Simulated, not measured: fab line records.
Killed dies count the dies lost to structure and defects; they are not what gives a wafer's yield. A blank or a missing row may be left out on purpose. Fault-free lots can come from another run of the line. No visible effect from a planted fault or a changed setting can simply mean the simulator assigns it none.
Matching of chambers :: flow n5_finfet :: 4 sister chambers for N5_BEOL_M3_STRIP_36 on rie_diel-03
The step strips in N2/H2. 4 wafers are shown with their chamber, then 11 later ones without.

EACH WAFER AND ITS CHAMBER
wafer: L082.4
chamber: 1
showerhead_plenum_p_Torr (Torr): 2.68

wafer: L084.4
chamber: 0
showerhead_plenum_p_Torr (Torr): 2.53

wafer: L084.6
chamber: 2
showerhead_plenum_p_Torr (Torr): 2.51

wafer: L092.1
chamber: 3
showerhead_plenum_p_Torr (Torr): 2.61

WAFERS WHOSE CHAMBER IS MISSING
wafer: L092.2
showerhead_plenum_p_Torr (Torr): 2.53

wafer: L092.3
showerhead_plenum_p_Torr (Torr): 2.51

wafer: L091.1
showerhead_plenum_p_Torr (Torr): 2.68

wafer: L091.2
showerhead_plenum_p_Torr (Torr): 2.51

wafer: L091.4
showerhead_plenum_p_Torr (Torr): 2.53

wafer: L096.3
showerhead_plenum_p_Torr (Torr): 2.51

wafer: L096.5
showerhead_plenum_p_Torr (Torr): 2.51

wafer: L096.6
showerhead_plenum_p_Torr (Torr): 2.68

wafer: L097.2
showerhead_plenum_p_Torr (Torr): 2.67

wafer: L097.3
showerhead_plenum_p_Torr (Torr): 2.52

wafer: L097.5
showerhead_plenum_p_Torr (Torr): 2.52

WHICH CHAMBER EACH WENT THROUGH
wafer: L092.2
from the rows above: 0
in truth: 0

wafer: L092.3
from the rows above: 2
in truth: 2

wafer: L091.1
from the rows above: 1
in truth: 1

wafer: L091.2
from the rows above: 2
in truth: 2

wafer: L091.4
from the rows above: 0
in truth: 0

wafer: L096.3
from the rows above: 2
in truth: 2

wafer: L096.5
from the rows above: 2
in truth: 2

wafer: L096.6
from the rows above: 1
in truth: 1

wafer: L097.2
from the rows above: 1
in truth: 1

wafer: L097.3
from the rows above: can't be placed: 0 or 2
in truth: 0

wafer: L097.5
from the rows above: can't be placed: 0 or 2
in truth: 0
Correctly placed: 9 of 11. Cannot be placed on the basis of these rows: 2; the candidates contain the true chamber in 2. Number placed wrongly: 0.
How it was worked out, from the rows above alone: a wafer's distance from a chamber is the root of the sum, over the readings, of the square of ((its reading less the chamber's mean) divided by the reading's scatter). The wafer belongs to the nearest chamber; if the next one is less than 2 further off, it can't be placed. A chamber's mean is the mean of its shown wafers. The scatter: root of mean squared gap, hidden wafer to nearest shown wafer, with one shown wafer a chamber.
